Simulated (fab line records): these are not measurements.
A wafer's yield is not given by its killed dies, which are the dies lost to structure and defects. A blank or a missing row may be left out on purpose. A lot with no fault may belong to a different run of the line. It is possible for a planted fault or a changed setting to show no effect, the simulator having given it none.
Split-lot experiment -- flow n5_finfet -- route with 1938 steps; 7 lots, 21 wafers read

THE SPLIT ITSELF
At N5_BEOL_M10_DESCUM_16 (chemistry O2, time 7.9 s), the setting time_s was moved away from the recipe's 7.9 s on 7 of the 21 wafers read, by -11.7% to +17.8%. This setting was run at the recipe's value on the other wafers.

The reading is taken at the split's own step.

THE READING
CAR-ArF_of_BEOL_M10_COAT_05.thk_nm (the simulator's own value, which no gauge read), in nm, at N5_BEOL_M10_DESCUM_16 (chemistry O2, time 7.9 s). The file does not state a usual value for it. Average 83.3 nm, standard deviation 0.14 nm, over the 14 wafers here run with the recipe.

wafer,"tool, chamber at the split","time_s as run, s",against the recipe,"CAR-ArF_of_BEOL_M10_COAT_05.thk_nm, nm",against lot-mates on the recipe
L075.1,"rie_diel-04, 0",7.9,recipe,83.6,-
L075.4,"rie_diel-04, 3",7.9,recipe,83.4,-
L075.5,"rie_diel-04, 0",7.9,recipe,83.2,-
L076.1,"rie_diel-02, 1",7.9,recipe,83.4,-
L076.2,"rie_diel-02, 3",9.306,+17.8%,82.4,-0.9
L076.5,"rie_diel-02, 3",7.9,recipe,83.2,-
L081.1,"rie_diel-02, 1",6.973,-11.7%,84,+0.8
L081.2,"rie_diel-02, 2",7.9,recipe,83.2,-
L081.4,"rie_diel-02, 0",6.973,-11.7%,83.8,+0.6
L086.2,"rie_diel-02, 3",7.113,-10.0%,83.6,+0.6
L086.3,"rie_diel-02, 0",7.113,-10.0%,83.4,+0.4
L086.4,"rie_diel-02, 1",7.9,recipe,83,-
L085.1,"rie_diel-02, 3,0",7.9,recipe,83.4,-
L085.4,"rie_diel-02, 3,0",7.9,recipe,83.4,-
L085.5,"rie_diel-02, 1",7.204,-8.8%,83.6,+0.2
L088.2,"rie_diel-01, 1",7.9,recipe,83.2,-
L088.4,"rie_diel-01, 3",7.9,recipe,83.4,-
L088.5,"rie_diel-01, 3",7.9,recipe,83.4,-
L095.4,"rie_diel-02, 1",7.9,recipe,83.4,-
L095.6,"rie_diel-02, 1",7.9,recipe,83.4,-
L095.5,"rie_diel-02, 2",8.535,+8.0%,83,-0.4
The file does not say which wafer passed through which chamber wherever a row lists several chambers: such a row stands for several wafers.

FIT RESULTS
A straight line over all 21 wafers: CAR-ArF_of_BEOL_M10_COAT_05.thk_nm changes by -0.042 nm for each +1% of time_s; r = -0.87; the points scatter about the line by 0.16 nm.
The same after taking each lot's own level away (the mean of its wafers on the recipe; 21 wafers): -0.0509 nm for each +1%; r = -0.95; scatter 0.11 nm.
That fit puts the effect of the largest move of time_s on the reading at 0.91 nm.
Measured against the standard deviation above, the lots' own levels, which go from 83.00 to 83.40 nm, span 2.8 times it.
Thus the slope moves with the lot-to-lot level: the two fits are different.
Check: -0.913 nm against its lot-mates is what the line predicts for one of the wafers moved furthest among these (+17.8%) when that wafer is left out of the fit. It came out at -0.9 nm against them.

FURTHER SPLITS ON THESE WAFERS
Note: prior to the reading, these wafers also went through further splits. Each is held against what the fit with the lots' levels taken away leaves over:
other split on the same wafers,wafers away from the commonest value,r with CAR-ArF_of_BEOL_M10_COAT_05.thk_nm (lot level and that fit taken away)
N5_BEOL_M5_DESCUM_16 time_s,9,+0.03
N5_BEOL_M6_ILD_DEP_00 time_s,5,+0.00
N5_BEOL_M6_EXPOSE_08 dose_mj,7,-0.03
N5_BEOL_M6_COAT_22 spin_rpm,10,+0.16
N5_BEOL_M8_ILD_DEP_00 time_s,3,+0.00

THE FILE'S OWN FIT
CAR-ArF_of_BEOL_M10_COAT_05.thk_nm changes by -0.0491 nm for each +1% of time_s, r = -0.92.
